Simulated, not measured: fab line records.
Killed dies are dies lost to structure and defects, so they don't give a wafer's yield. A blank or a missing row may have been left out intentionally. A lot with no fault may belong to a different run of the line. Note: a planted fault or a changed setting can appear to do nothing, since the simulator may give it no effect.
fab line records || flow n5_finfet
[record] {"lots": 4, "wafers": 12, "last_day": 16}
route steps=1938 shown BEOL_M0_SAQP@665 BEOL_M0_CUTY@701 BEOL_M4@1111 PASSIVATION@1936
lots that met no fault: from a run of the same line without faults
start_h: hours from the record's first day to the start of the lot's first wafer shown || wait_h: how many hours have passed since the lot's step before this one || " repeats the value in the row above || L1.1+2: a single row standing in for several wafers || - no value present, or no start provided || * or withheld: withheld || < > ~ a bound
route shown NAME@n: NAME is a module with steps in the file, n the number in the route of the first one || usual: mean/standard deviation taken from wafers without a fault || same: alike in all rows || chamber/n: place in a boat || sites: each site's reading || _std_site: standard deviation across them || _edge_site: inner sites' mean taken away from outer sites' mean || radius_mm: how far each site lies from the wafer's centre || mask NAME#n: copy n || behind: tool/chamber where the wafer was last shaped || hold: why the lot was held/for how many hours/how that ended || device: names the non-switching transistor (n, p or np) || end of line: the route-end tests of the same wafers || a step without rows: its recipe alone || killed: the dies lost at the first sort to structure and to defects; this is not the yield of the wafer || map: dies across one wafer; x = killed, . = not, _ = none there
set.NAME: the run value of the setting; set.NAME@STEP: its run value at that earlier step || model.NAME: the simulator's own value behind a step, which no gauge read
lots at selected steps of the route; one table per step, one row per wafer
[[steps]]
[step N5_BEOL_M0_SAQP_MANDREL1_REMOVE_100]
[recipe] {"chemistry": "HBr/Cl2/O2", "bt_time_s": 10, "target": "a-Si", "stop_on": "SiNx", "endpoint": "OES-SiCl", "over_etch_frac": 0.85, "icp_w": 600, "bias_w": 30, "HBr_flow_sccm": 150, "Cl2_flow_sccm": 80, "O2_flow_sccm": 5, "pressure_mtorr": 10}
[step N5_BEOL_M0_SAQP_ETCH_101]
[recipe] {"chemistry": "CH3F/O2", "target": "SiNx", "mask_material": "SiO2", "target_depth_a": 299, "time_s": 42.7, "pressure_mtorr": 30, "source_w": 395, "bias_w": 73, "Ar_flow_sccm": 150, "CH3F_flow_sccm": 30, "O2_flow_sccm": 20, "ion_energy_ev": 120}
[step N5_BEOL_M0_SAQP_ETCH_102]
[recipe] {"chemistry": "CF4", "target": "SiO2", "target_depth_a": 40, "ion_energy_ev": 350, "time_s": 4.4, "pressure_mtorr": 10, "icp_w": 800, "bias_w": 400, "cf4_flow_sccm": 80}
[step N5_BEOL_M0_SAQP_MANDREL_ETCH_103]
[recipe] {"chemistry": "HBr/Cl2", "target": "a-Si", "target_depth_a": 450, "bt_time_s": 10, "stop_on": "SiCN", "mask_material": "SiO2", "over_etch_frac": 0.8, "time_s": 27, "pressure_mtorr": 10, "icp_w": 800, "bias_w": 75, "HBr_flow_sccm": 150, "Cl2_flow_sccm": 80, "ends": "end_point"}
[step N5_BEOL_M0_SAQP_RECESS_104]
[recipe] {"chemistry": "HF/NH3", "target": "SiO2", "target_depth_a": 180, "afs_cycles": 3, "temp_c": 30, "sublimation_temp_c": 180, "sublimation_time_s": 60}
[step N5_BEOL_M0_SAQP_COAT_105]
[recipe] {"resist": "SOC", "temp_c": 250, "time_s": 60, "spin_rpm": 1500, "resist_thk_nm": 100}
[step N5_BEOL_M0_SAQP_ETCH_106]
[recipe] {"chemistry": "N2/H2", "target": "SOC", "target_depth_a": 1500, "stop_on": "SiNx", "ion_energy_ev": 100, "bias_w": 61, "pressure_mtorr": 30, "source_w": 850, "n2_flow_sccm": 200, "h2_flow_sccm": 200}
[step N5_BEOL_M0_SAQP_ETCH_107]
[recipe] {"chemistry": "CH3F/O2", "target": "SiNx", "target_depth_a": 300, "mask_material": "SOC", "pressure_mtorr": 30, "source_w": 395, "bias_w": 73, "Ar_flow_sccm": 150, "CH3F_flow_sccm": 30, "O2_flow_sccm": 20, "ion_energy_ev": 120}
[step N5_BEOL_M0_SAQP_STRIP_108]
[recipe] {"chemistry": "N2/H2", "power_w": 500, "temp_c": 40, "pressure_mtorr": 50, "rf_frequency_hz": 6e+07, "overash_fraction": 0.3, "bias_power_w": 28, "h2_frac": 0.5, "n2_flow_sccm": 300, "h2_flow_sccm": 300}
[step N5_BEOL_M0_SAQP_RECESS_109]
[recipe] {"chemistry": "HF/NH3", "target": "SiO2", "target_depth_a": 30, "afs_cycles": 1, "temp_c": 30, "sublimation_temp_c": 180, "sublimation_time_s": 60}
[step N5_BEOL_M0_SAQP_SPACER2_ALD_26]
[recipe] {"material": "SiO2", "target_thk_a": 150, "temp_c": 300, "ald_precursor_family": "BDEAS", "ald_co_reactant": "O2-plasma", "pulse_time_s": 1, "purge_time_s": 2, "co_reactant_purge_time_s": 2, "pressure_torr": 2}
[step N5_BEOL_M0_SAQP_SPACER2_ETCHBACK_27]
[recipe] {"chemistry": "CHF3/O2", "mode": "anisotropic_etchback", "target": "SiO2", "target_depth_a": 225, "time_s": 11.25, "pressure_mtorr": 30, "source_w": 650, "bias_w": 170, "Ar_flow_sccm": 200, "CHF3_flow_sccm": 50, "O2_flow_sccm": 5, "ion_energy_ev": 200}
[usual] {"drypump_motor_current_A": "5.7/0.45", "oes_product_au": "0.76/0.066", "rf_vpp_V": "524/18", "showerhead_plenum_p_Torr": "2.40/0.094", "throttle_valve_pct": "18.95/0.24"}
{"lot.wafer": "L671.2", "tool": "rie_diel-02", "chamber": 1, "start_h": 149.88, "wait_h": 0.3, "drypump_motor_current_A": 6.2, "oes_product_au": 0.74, "rf_hours_counter_h": 184, "rf_vpp_V": 521, "showerhead_plenum_p_Torr": 2.42, "throttle_valve_pct": 18.92}
{"lot.wafer": "L671.4", "tool": "rie_diel-02", "chamber": 3, "start_h": 149.88, "wait_h": 0.3, "drypump_motor_current_A": 5.5, "oes_product_au": 0.89, "rf_hours_counter_h": 37, "rf_vpp_V": 506, "showerhead_plenum_p_Torr": 2.57, "throttle_valve_pct": 18.73}
{"lot.wafer": "L671.5", "tool": "rie_diel-02", "chamber": 1, "start_h": 149.88, "wait_h": 0.3, "drypump_motor_current_A": 6.2, "oes_product_au": 0.74, "rf_hours_counter_h": "-", "rf_vpp_V": 523, "showerhead_plenum_p_Torr": 2.42, "throttle_valve_pct": 18.92}
{"lot.wafer": "L677.1", "tool": "rie_diel-01", "chamber": 3, "start_h": 187.30, "wait_h": 0.3, "drypump_motor_current_A": 6.6, "oes_product_au": 0.72, "rf_hours_counter_h": 171, "rf_vpp_V": 566, "showerhead_plenum_p_Torr": 2.51, "throttle_valve_pct": 19.17}
{"lot.wafer": "L677.4", "tool": "rie_diel-01", "chamber": 2, "start_h": 187.30, "wait_h": 0.3, "drypump_motor_current_A": 5.7, "oes_product_au": 0.71, "rf_hours_counter_h": 237, "rf_vpp_V": 552, "showerhead_plenum_p_Torr": 2.37, "throttle_valve_pct": 19.30}
{"lot.wafer": "L677.6", "tool": "rie_diel-01", "chamber": 1, "start_h": 187.30, "wait_h": 0.3, "drypump_motor_current_A": 6.6, "oes_product_au": 0.68, "rf_hours_counter_h": "-", "rf_vpp_V": 488, "showerhead_plenum_p_Torr": 2.29, "throttle_valve_pct": 18.64}
{"lot.wafer": "L679.1", "tool": "rie_diel-02", "chamber": 2, "start_h": 195.89, "wait_h": 0.3, "drypump_motor_current_A": 5.6, "oes_product_au": 0.70, "rf_hours_counter_h": 225, "rf_vpp_V": 534, "showerhead_plenum_p_Torr": 2.27, "throttle_valve_pct": 18.81}
{"lot.wafer": "L679.3", "tool": "rie_diel-02", "chamber": 1, "start_h": 195.89, "wait_h": 0.3, "drypump_motor_current_A": 6.2, "oes_product_au": 0.73, "rf_hours_counter_h": 197, "rf_vpp_V": 521, "showerhead_plenum_p_Torr": 2.41, "throttle_valve_pct": 18.93}
{"lot.wafer": "L679.6", "tool": "rie_diel-02", "chamber": 0, "start_h": 195.89, "wait_h": 0.3, "drypump_motor_current_A": 5.2, "oes_product_au": 0.84, "rf_hours_counter_h": "-", "rf_vpp_V": 531, "showerhead_plenum_p_Torr": 2.35, "throttle_valve_pct": 18.77}
{"lot.wafer": "L680.2", "tool": "rie_diel-02", "chamber": 0, "start_h": 203.20, "wait_h": 0.3, "drypump_motor_current_A": 5.2, "oes_product_au": 0.83, "rf_hours_counter_h": 44, "rf_vpp_V": 530, "showerhead_plenum_p_Torr": 2.35, "throttle_valve_pct": 18.76}
{"lot.wafer": "L680.3", "tool": "rie_diel-02", "chamber": 1, "start_h": 203.20, "wait_h": 0.3, "drypump_motor_current_A": 6.2, "oes_product_au": 0.73, "rf_hours_counter_h": 198, "rf_vpp_V": 520, "showerhead_plenum_p_Torr": 2.41, "throttle_valve_pct": 18.93}
{"lot.wafer": "L680.4", "tool": "rie_diel-02", "chamber": 2, "start_h": 203.20, "wait_h": 0.3, "drypump_motor_current_A": 5.6, "oes_product_au": 0.71, "rf_hours_counter_h": 226, "rf_vpp_V": 533, "showerhead_plenum_p_Torr": 2.27, "throttle_valve_pct": 18.80}
[step N5_BEOL_M0_SAQP_MANDREL2_REMOVE_110]
[recipe] {"chemistry": "HBr/Cl2/O2", "bt_time_s": 10, "target": "a-Si", "stop_on": "SiCN", "endpoint": "OES-SiCl", "over_etch_frac": 1, "icp_w": 600, "bias_w": 30, "HBr_flow_sccm": 150, "Cl2_flow_sccm": 80, "O2_flow_sccm": 5, "pressure_mtorr": 10}
[step N5_BEOL_M0_SAQP_COAT_69]
[recipe] {"resist": "SOC", "temp_c": 250, "time_s": 60, "spin_rpm": 1500, "resist_thk_nm": 90}
[step N5_BEOL_M0_SAQP_COAT_72]
[recipe] {"resist": "SiARC", "temp_c": 220, "time_s": 60, "spin_rpm": 1500, "resist_thk_nm": 15}
[step N5_BEOL_M0_SAQP_COAT_87]
[recipe] {"resist": "underlayer", "temp_c": 205, "time_s": 60, "spin_rpm": 1500, "resist_thk_nm": 5}
[step N5_BEOL_M0_SAQP_COAT_34]
[recipe] {"resist": "CAR-EUV", "spin_rpm": 1500, "resist_thk_nm": 30}
[step N5_BEOL_M0_SAQP_EBR_36]
[recipe] {"solvent": "PGMEA", "ebr_width_mm": 1.5}
[step N5_BEOL_M0_SAQP_SOFTBAKE_35]
[recipe] {"temp_c": 110, "time_s": 60, "resist": "CAR-EUV"}
[step N5_BEOL_M0_SAQP_EXPOSE_37]
[recipe] {"mask_id": "M0_CUT1", "na": 0.33, "source_shape": "annular", "sigma_inner": 0.35, "sigma_outer": 0.8, "polarization": "unpolarized", "target_cd_nm": 30, "dose_mj": 44.75}
[step N5_BEOL_M0_SAQP_PEB_38]
[recipe] {"peb_temp_c": 100, "peb_time_s": 60, "resist": "CAR-EUV"}
[step N5_BEOL_M0_SAQP_DEVELOP_39]
[recipe] {"develop_time_s": 30, "developer": "TMAH", "resist": "CAR-EUV", "rinse_liquid": "surfactant_rinse", "dry": "air_spin", "dev_temp_c": 23}
[step N5_BEOL_M0_SAQP_DESCUM_45]
[recipe] {"chemistry": "O2", "time_s": 7, "source_power_w": 50, "bias_power_w": 20, "pressure_mtorr": 20, "rf_frequency_hz": 2.712e+07, "temp_c": 40, "resist": "CAR-EUV", "o2_flow_sccm": 225}
[step N5_BEOL_M0_SAQP_ETCH_88]
[recipe] {"chemistry": "N2/H2", "target": "underlayer", "target_depth_a": 65, "time_s": 5.2, "ion_energy_ev": 200, "mask_material": "CAR-EUV", "pressure_mtorr": 30, "source_w": 840, "bias_w": 150, "n2_flow_sccm": 200, "h2_flow_sccm": 200, "ends": "cleared"}
[step N5_BEOL_M0_SAQP_ETCH_73]
[recipe] {"chemistry": "CF4", "target": "SiARC", "target_depth_a": 195, "mask_material": "CAR-EUV", "time_s": 32.5, "ion_energy_ev": 80, "pressure_mtorr": 40, "source_w": 545, "bias_w": 36, "Ar_flow_sccm": 100, "cf4_flow_sccm": 100, "ends": "cleared"}
[step N5_BEOL_M0_SAQP_CUT_ETCH_46]
[recipe] {"chemistry": "N2/H2", "target": "SOC", "target_depth_a": 1350, "overetch_a": 270, "temp_c": 40, "time_s": 202.5, "ion_energy_ev": 200, "mask_material": "SiARC", "pressure_mtorr": 30, "source_w": 840, "bias_w": 150, "n2_flow_sccm": 200, "h2_flow_sccm": 200}
[step N5_BEOL_M0_SAQP_STRIP_74]
[recipe] {"chemistry": "N2/H2", "temp_c": 40, "n2_flow_sccm": 200, "h2_flow_sccm": 200, "rf_frequency_hz": 6e+07}
[step N5_BEOL_M0_SAQP_STRIP_89]
[recipe] {"chemistry": "N2/H2", "temp_c": 40, "n2_flow_sccm": 200, "h2_flow_sccm": 200, "rf_frequency_hz": 6e+07}
[step N5_BEOL_M0_SAQP_ALD_48]
[recipe] {"material": "SiO2", "target_thk_a": 200, "temp_c": 100, "ald_precursor_family": "BDEAS", "ald_co_reactant": "O2-plasma", "pulse_time_s": 1, "co_reactant_pulse_time_s": 1, "purge_time_s": 2, "co_reactant_purge_time_s": 2, "ald_cycles": 139, "pressure_torr": 2}
[step N5_BEOL_M0_SAQP_ETCH_49]
[recipe] {"chemistry": "CF4/O2", "target_depth_a": 370, "target": "SiO2", "pressure_mtorr": 40, "source_w": 535, "bias_w": 49, "Ar_flow_sccm": 100, "cf4_flow_sccm": 100, "O2_flow_sccm": 10, "ion_energy_ev": 100}
[step N5_BEOL_M0_SAQP_STRIP_75]
[recipe] {"chemistry": "CF4", "resist": "SiARC", "power_w": 300, "bias_power_w": 75, "pressure_mtorr": 50, "cf4_flow_sccm": 150, "rf_frequency_hz": 6e+07}
[step N5_BEOL_M0_CUTY_COAT_50]
[recipe] {"resist": "SiARC", "temp_c": 220, "time_s": 60, "spin_rpm": 1500, "resist_thk_nm": 15}
[step N5_BEOL_M0_CUTY_COAT_51]
[recipe] {"resist": "CAR-ArF-block", "spin_rpm": 1500, "resist_thk_nm": 150}
[step N5_BEOL_M0_CUTY_EBR_52]
[recipe] {"solvent": "PGMEA", "ebr_width_mm": 1.5}
[step N5_BEOL_M0_CUTY_SOFTBAKE_53]
[recipe] {"temp_c": 110, "time_s": 60, "resist": "CAR-ArF-block"}
[step N5_BEOL_M0_CUTY_EXPOSE_54]
[recipe] {"mask_id": "M0_ABLK", "na": 1.35, "source_shape": "conventional", "sigma_outer": 0.8, "polarization": "unpolarized", "dose_mj": 36}
[step N5_BEOL_M0_CUTY_PEB_55]
[recipe] {"peb_temp_c": 110, "peb_time_s": 60, "resist": "CAR-ArF-block"}
[step N5_BEOL_M0_CUTY_INSPECT_59]
[recipe] {"mode": "adi", "inspect_instrument": "macro"}
[usual] {"raw_defect_count": "2.2/1.4"}
{"lot.wafer": "L671.2", "tool": "defect_inspect-02", "chamber": "-", "start_h": 152.44, "wait_h": 0.0, "raw_defect_count": 3}
{"lot.wafer": "L671.4", "tool": "defect_inspect-02", "chamber": "-", "start_h": 152.44, "wait_h": 0.0, "raw_defect_count": 3}
{"lot.wafer": "L671.5", "tool": "defect_inspect-02", "chamber": "-", "start_h": 152.44, "wait_h": 0.0, "raw_defect_count": 2}
{"lot.wafer": "L677.1", "tool": "defect_inspect-01", "chamber": "-", "start_h": 189.34, "wait_h": 0.0, "raw_defect_count": 1}
{"lot.wafer": "L677.4", "tool": "defect_inspect-01", "chamber": "-", "start_h": 189.34, "wait_h": 0.0, "raw_defect_count": 4}
{"lot.wafer": "L677.6", "tool": "defect_inspect-01", "chamber": "-", "start_h": 189.34, "wait_h": 0.0, "raw_defect_count": 1}
{"lot.wafer": "L679.1", "tool": "defect_inspect-01", "chamber": "-", "start_h": 197.88, "wait_h": 0.0, "raw_defect_count": 5}
{"lot.wafer": "L679.3", "tool": "defect_inspect-01", "chamber": "-", "start_h": 197.88, "wait_h": 0.0, "raw_defect_count": 2}
{"lot.wafer": "L679.6", "tool": "defect_inspect-01", "chamber": "-", "start_h": 197.88, "wait_h": 0.0, "raw_defect_count": 35}
{"lot.wafer": "L680.2", "tool": "defect_inspect-02", "chamber": "-", "start_h": 205.38, "wait_h": 0.0, "raw_defect_count": 44}
{"lot.wafer": "L680.3", "tool": "defect_inspect-02", "chamber": "-", "start_h": 205.38, "wait_h": 0.0, "raw_defect_count": 4}
{"lot.wafer": "L680.4", "tool": "defect_inspect-02", "chamber": "-", "start_h": 205.38, "wait_h": 0.0, "raw_defect_count": 1}
[step N5_BEOL_M4_RC_MEAS_101]
[usual] {"DIBL_N": "36.0/2.5", "DIBL_P": "36.7/3", "IOFF_N": "0.16/0.043", "IOFF_P": "0.21/0.049", "ION_N": "673/15", "ION_P": "461/9.8", "SS_N": "71.5/0.83", "SS_P": "73.4/0.83", "VT_N": "250/4", "VT_P": "-251/4"}
{"lot.wafer": "L671.2", "tool": "prober-01", "chamber": 0, "start_h": 200.08, "wait_h": 0.2, "DIBL_N[mV/V]": 33.9, "DIBL_P[mV/V]": 35.4, "IOFF_N[nA/um]": 0.13, "IOFF_P[nA/um]": 0.19, "ION_N[uA/um]": 667, "ION_P[uA/um]": 466, "SS_N[mV/dec]": 71.1, "SS_P[mV/dec]": 73.3, "VT_N[mV]": 251, "VT_P[mV]": -250}
{"lot.wafer": "L671.4", "tool": "prober-01", "chamber": 0, "start_h": 200.08, "wait_h": 0.2, "DIBL_N[mV/V]": 35.2, "DIBL_P[mV/V]": 36.0, "IOFF_N[nA/um]": 0.14, "IOFF_P[nA/um]": 0.19, "ION_N[uA/um]": 657, "ION_P[uA/um]": 449, "SS_N[mV/dec]": 70.9, "SS_P[mV/dec]": 73.2, "VT_N[mV]": 252, "VT_P[mV]": -251}
{"lot.wafer": "L671.5", "tool": "prober-01", "chamber": 0, "start_h": 200.08, "wait_h": 0.2, "DIBL_N[mV/V]": 36.3, "DIBL_P[mV/V]": 38.9, "IOFF_N[nA/um]": 0.17, "IOFF_P[nA/um]": 0.27, "ION_N[uA/um]": 671, "ION_P[uA/um]": 465, "SS_N[mV/dec]": 70.7, "SS_P[mV/dec]": 74.9, "VT_N[mV]": 247, "VT_P[mV]": -247}
{"lot.wafer": "L677.1", "tool": "prober-02", "chamber": 0, "start_h": 237.10, "wait_h": 0.0, "DIBL_N[mV/V]": 33.9, "DIBL_P[mV/V]": 30.8, "IOFF_N[nA/um]": 0.12, "IOFF_P[nA/um]": 0.19, "ION_N[uA/um]": 673, "ION_P[uA/um]": 472, "SS_N[mV/dec]": 70.8, "SS_P[mV/dec]": 72.6, "VT_N[mV]": 253, "VT_P[mV]": -249}
{"lot.wafer": "L677.4", "tool": "prober-02", "chamber": 0, "start_h": 237.10, "wait_h": 0.0, "DIBL_N[mV/V]": 35.0, "DIBL_P[mV/V]": 32.6, "IOFF_N[nA/um]": 0.14, "IOFF_P[nA/um]": 0.21, "ION_N[uA/um]": 681, "ION_P[uA/um]": 476, "SS_N[mV/dec]": 71.3, "SS_P[mV/dec]": 71.9, "VT_N[mV]": 251, "VT_P[mV]": -246}
{"lot.wafer": "L677.6", "tool": "prober-02", "chamber": 0, "start_h": 237.10, "wait_h": 0.0, "DIBL_N[mV/V]": 36.0, "DIBL_P[mV/V]": 34.2, "IOFF_N[nA/um]": 0.14, "IOFF_P[nA/um]": 0.22, "ION_N[uA/um]": 673, "ION_P[uA/um]": 465, "SS_N[mV/dec]": 71.1, "SS_P[mV/dec]": 73.1, "VT_N[mV]": 250, "VT_P[mV]": -248}
{"lot.wafer": "L679.1", "tool": "prober-01", "chamber": 0, "start_h": 243.35, "wait_h": 0.0, "DIBL_N[mV/V]": 35.8, "DIBL_P[mV/V]": 35.2, "IOFF_N[nA/um]": 0.14, "IOFF_P[nA/um]": 0.22, "ION_N[uA/um]": 662, "ION_P[uA/um]": 460, "SS_N[mV/dec]": 71.2, "SS_P[mV/dec]": 72.4, "VT_N[mV]": 251, "VT_P[mV]": -250}
{"lot.wafer": "L679.3", "tool": "prober-01", "chamber": 0, "start_h": 243.35, "wait_h": 0.0, "DIBL_N[mV/V]": 36.8, "DIBL_P[mV/V]": 36.6, "IOFF_N[nA/um]": 0.16, "IOFF_P[nA/um]": 0.24, "ION_N[uA/um]": 666, "ION_P[uA/um]": 466, "SS_N[mV/dec]": 72.1, "SS_P[mV/dec]": 74.7, "VT_N[mV]": 251, "VT_P[mV]": -244}
{"lot.wafer": "L679.6", "tool": "prober-01", "chamber": 0, "start_h": 243.35, "wait_h": 0.0, "DIBL_N[mV/V]": 38.0, "DIBL_P[mV/V]": 38.2, "IOFF_N[nA/um]": 0.19, "IOFF_P[nA/um]": 0.26, "ION_N[uA/um]": 680, "ION_P[uA/um]": 469, "SS_N[mV/dec]": 71.3, "SS_P[mV/dec]": 73.8, "VT_N[mV]": 247, "VT_P[mV]": -247}
{"lot.wafer": "L680.2", "tool": "prober-01", "chamber": 0, "start_h": 266.77, "wait_h": 0.2, "DIBL_N[mV/V]": 37.9, "DIBL_P[mV/V]": 40.2, "IOFF_N[nA/um]": 0.20, "IOFF_P[nA/um]": 0.28, "ION_N[uA/um]": 682, "ION_P[uA/um]": 472, "SS_N[mV/dec]": 72.1, "SS_P[mV/dec]": 74.6, "VT_N[mV]": 247, "VT_P[mV]": -245}
{"lot.wafer": "L680.3", "tool": "prober-01", "chamber": 0, "start_h": 266.77, "wait_h": 0.2, "DIBL_N[mV/V]": 36.3, "DIBL_P[mV/V]": 37.5, "IOFF_N[nA/um]": 0.17, "IOFF_P[nA/um]": 0.23, "ION_N[uA/um]": 667, "ION_P[uA/um]": 457, "SS_N[mV/dec]": 71.5, "SS_P[mV/dec]": 73.8, "VT_N[mV]": 250, "VT_P[mV]": -246}
{"lot.wafer": "L680.4", "tool": "prober-01", "chamber": 0, "start_h": 266.77, "wait_h": 0.2, "DIBL_N[mV/V]": 34.1, "DIBL_P[mV/V]": 35.2, "IOFF_N[nA/um]": 0.13, "IOFF_P[nA/um]": 0.19, "ION_N[uA/um]": 667, "ION_P[uA/um]": 459, "SS_N[mV/dec]": 71.5, "SS_P[mV/dec]": 73.1, "VT_N[mV]": 253, "VT_P[mV]": -251}
[step N5_PASSIVATION_PROBE_49]
[usual] {"defect_limited_yield": "91.1/1.5", "killed_at_M0_to_M3": "37/11", "killed_at_M4_up": "13/5.6", "killed_at_contacts": "12/5.6", "killed_at_front_end": "39/11", "killed_at_other": "4/3.1", "killed_dies": "105/18", "killed_open": "69/13", "killed_short": "35/7.4", "sort_bin_5_function": "5.1/0.92", "sort_bin_6_memory": "3.4/0.76", "sort_n_pass": "1075/18", "sort_yield_pct": "91.1/1.5"}
[same] {"gross_dies": 1180, "killed_at_back_side": 0, "sort_bin_4_leakage[%]": 0, "sort_bin_8_speed[%]": 0}
{"lot.wafer": "L680.2", "tool": "prober-01", "chamber": "-", "start_h": 377.96, "wait_h": 0.1, "defect_limited_yield[%]": 87.5, "killed_at_M0_to_M3": 70, "killed_at_M4_up": 17, "killed_at_contacts": 15, "killed_at_front_end": 45, "killed_at_other": 1, "killed_dies": 148, "killed_open": 82, "killed_short": 32, "sort_bin_5_function[%]": 6.9, "sort_bin_6_memory[%]": 5.4, "sort_n_pass": 1032, "sort_yield_pct[%]": 87.5}
{"lot.wafer": "L679.6", "tool": "prober-01", "chamber": "-", "start_h": 381.47, "wait_h": 0.3, "defect_limited_yield[%]": 90.5, "killed_at_M0_to_M3": 63, "killed_at_M4_up": 17, "killed_at_contacts": 8, "killed_at_front_end": 18, "killed_at_other": 6, "killed_dies": 112, "killed_open": 53, "killed_short": 30, "sort_bin_5_function[%]": 5.7, "sort_bin_6_memory[%]": 3.6, "sort_n_pass": 1068, "sort_yield_pct[%]": 90.5}
// killed by level:class
L680.2 BEOL_M0_SAQP:unspecified=34 BEOL_M0_SAQP:geometric_particle:open=12 FIN_SAQP:geometric_particle:short=11 MOL_CONTACT_COAG:geometric_particle:open=11 FIN_SAQP:geometric_particle:open=10 BEOL_M3:geometric_particle:open=9 DUMMY_GATE:geometric_particle:open=8 BEOL_M1:geometric_particle:open=7
L679.6 BEOL_M0_SAQP:unspecified=28 BEOL_M0_SAQP:geometric_particle:short=11 BEOL_M0_SAQP:geometric_particle:open=8 MOL_CONTACT_COAG:geometric_particle:open=7 BEOL_M5:geometric_particle:open=6 BEOL_M1:geometric_particle:open=4 BEOL_M3:geometric_particle:open=4 BEOL_M4:geometric_particle:open=4
// map L679.6 (x killed, . not)
_________________............________________
______________....x...........x._____________
___________.......x...............x__________
__________................x.......xx_________
________..............x..............._______
_______...........x.............x....x.______
______.x.................x.............x_____
_____...................xx...............____
____.................x.........x..........___
___................x.............x.........__
___..x............x.......x................__
__..x...x....................x..........x..._
__......................x......xxxx........._
_.....x.....................x.x....x.........
_.....xx...x............x.x...x.xxx..x.......
_............x.......x......x.xx..x.x........
_..........x........x.......x..xxx.x.........
_.x..........................xx..x..xx.xx....
_x.x.........x..........x........x.........x.
_............................................
_.............xx..........................x..
__....................x....................._
__.................xx......................._
___x.......................................__
___.............................x.........x__
____......x..x...xx.......................___
_____....x........x.....x........xx......____
______.......x........xx...x.......xx..._____
_______.x..x.xx......x.........x.......______
________.x............................_______
__________.x......x.x.........x....x_________
___________.....x..................__________
______________x................._____________
_________________............________________
// map L680.2 (x killed, . not)
_________________............________________
______________..x..............._____________
___________x...........x...........__________
__________..............x.x........._________
________....x.....................x..._______
_______....x........................x..______
______...x.xx........x.................._____
_____...x................................____
____..x.......x.................xx..x.....___
___.....................x.x..x.............__
___..................x.x.....x.......x..x..__
__x........................x..xx.xx..x......_
__.........x...x..x...x........xxxxxx......._
_............................x........x......
_.............x.............x.x.xxxx.x......x
_........xxx........x....x....xxx.x.x.x.x....
_.........xx................xx..x......x.....
_...x......x..x...x......xx..xxxxxx...xx.....
_.x....x......................xx.x..x..x.....
_.......x...........x........................
_..x...x...xx.......................x......xx
__x.........x............x....xx.x.........._
__x.....x...x.....x......x..........x.x....._
___..............x.....x..........x.x......__
___...............x.x.x...................x__
____...........x.........x.....x.....x....___
_____...xx.......x.....x............x....____
______...............x.................._____
_______........x...........x......x....______
________............x.......xx.x......_______
__________........................x._________
___________......x..........x.....x__________
______________..........x......._____________
_________________.....x.....x________________
[[key]]
[first_sign] {"step": "N5_BEOL_M0_CUTY_INSPECT_59", "reading": "raw_defect_count", "direction": "up", "sigmas": 26, "usual": 2.2, "struck": 39.5}
[effect] {"step": "N5_PASSIVATION_PROBE_49", "reading": "killed_at_M0_to_M3", "direction": "up", "sigmas": 2.7, "usual": 37, "struck": 66}
[more_kills_born_at] {"N5_BEOL_M0_SAQP_SPACER2_ETCHBACK_27@rie_diel-02": 62}
met_at N5_BEOL_M0_SAQP_SPACER2_ETCHBACK_27
struck_wafers L679.6,L680.2
[fault] {"kind": "chamber_particle_source", "tool": "rie_diel-02", "chamber": 0, "onset_h": 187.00, "steps": "N5_BEOL_M0_SAQP_SPACER2_ETCHBACK_27", "rate_per_visit_cm2": 0.065451, "end_h": 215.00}
